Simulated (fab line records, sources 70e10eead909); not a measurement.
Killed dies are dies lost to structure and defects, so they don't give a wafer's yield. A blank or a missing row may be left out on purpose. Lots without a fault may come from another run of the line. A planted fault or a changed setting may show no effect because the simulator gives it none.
Problem report in the 8D (eight disciplines) form, filled by code | flow nand_harc | the parts of the form that need people (team, actions taken, sign-off) are left out

1. THE PROBLEM
killed_at_array at NHARC_END_SORT_01 reads a mean of 99 on 2 wafers of 2 lots; wafers without a fault read 21 with a standard deviation of 8.9. That is +8.8 standard deviations from the usual mean.
First seen on wafer L657.3, day 24 10:05, on prober-01. The record holds 2 wafers of 2 lots with a number at this step. Rule for "out", or "out of limits": more than 4 standard deviations from the usual mean. The other wafers with a number count as sound.

2. WHAT IT IS AND WHAT IT IS NOT
question                    | is                           | is not
which readings at this step | killed_at_array, killed_dies | killed_at_other, killed_at_periphery, killed_open, killed_short
which lots                  | L657, L659                   | -
which wafers of those lots  | all that have a number       | -
read on which gauges        | prober-01                    | -
when                        | from day 24 10:05            | up to then (0 sound wafers)

3. SUSPECTS, AND WHAT RULES EACH OUT
Counting: a tool at a process step up to the reading stays a suspect if it ran every lot that is out and no sound lot after the first of them.
- the gauge at NHARC_END_SORT_01: kept. All the wafers that are out were read on prober-01, and no step on other tools shows them out.
- rie_diel-13 at NHARC_A_STAIRCASE_DESCUM_443 (chemistry O2, time 3 s): kept. It ran every lot that is out, first L657 (day 18 22:35), and no sound lot after that.
- wet_bench-01 at NHARC_A_STAIRCASE_STRIP_447 (strips in SPM, time 900 s): kept. It ran every lot that is out, first L657 (day 19 01:23), and no sound lot after that.
- pecvd-02 at NHARC_A_STAIRCASE_DEP_471 (deposits SiO2, target thk 100 nm): kept. It ran every lot that is out, first L657 (day 19 03:00), and no sound lot after that.
- cmp-02 at NHARC_A_STAIRCASE_CMP_472 (polishes SiO2): kept. It ran every lot that is out, first L657 (day 19 03:21), and no sound lot after that.
Left after counting: rie_diel-13 at NHARC_A_STAIRCASE_DESCUM_443, wet_bench-01 at NHARC_A_STAIRCASE_STRIP_447, pecvd-02 at NHARC_A_STAIRCASE_DEP_471, cmp-02 at NHARC_A_STAIRCASE_CMP_472, prober-01 at NHARC_END_SORT_01.

4. THE CAUSE (what the simulator had put in)
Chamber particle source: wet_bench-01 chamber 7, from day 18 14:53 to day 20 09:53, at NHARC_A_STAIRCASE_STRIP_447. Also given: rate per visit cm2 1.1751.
Counting left 5 suspects, and this tool is among them.

5. THE CHAIN OF EFFECTS, in route order
Each row: a reading whose mean over the struck wafers that have a number lies more than 3 standard deviations from the usual. Only readings for which the record gives a usual standard deviation are gone through. hours: the time from each lot's start at the first step in this table that gives one to its start at this step, as a median over the lots. sigmas: the change in usual standard deviations.
hours | step              | reading         | usual | on struck wafers | change | sigmas
0     | NHARC_END_SORT_01 | killed_at_array | 21    | 99               | +78    | +8.8
0     | NHARC_END_SORT_01 | killed_dies     | 26    | 104              | +78    | +8.8

6. WHAT WOULD HAVE CAUGHT IT SOONER
In this record the first reading out of limits at a measuring or inspecting step was taken at day 24 10:05, 139 hours after the fault began at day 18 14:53.
Of the tool readings at NHARC_A_STAIRCASE_STRIP_447 for which the record gives a usual standard deviation, none was out on any struck wafer, so an alarm limit of 4 standard deviations on them would not have fired.
All the lots that are out (2) had begun NHARC_A_STAIRCASE_STRIP_447 on wet_bench-01 by day 24 10:05. A hold on the tool at that time would have spared none of them.
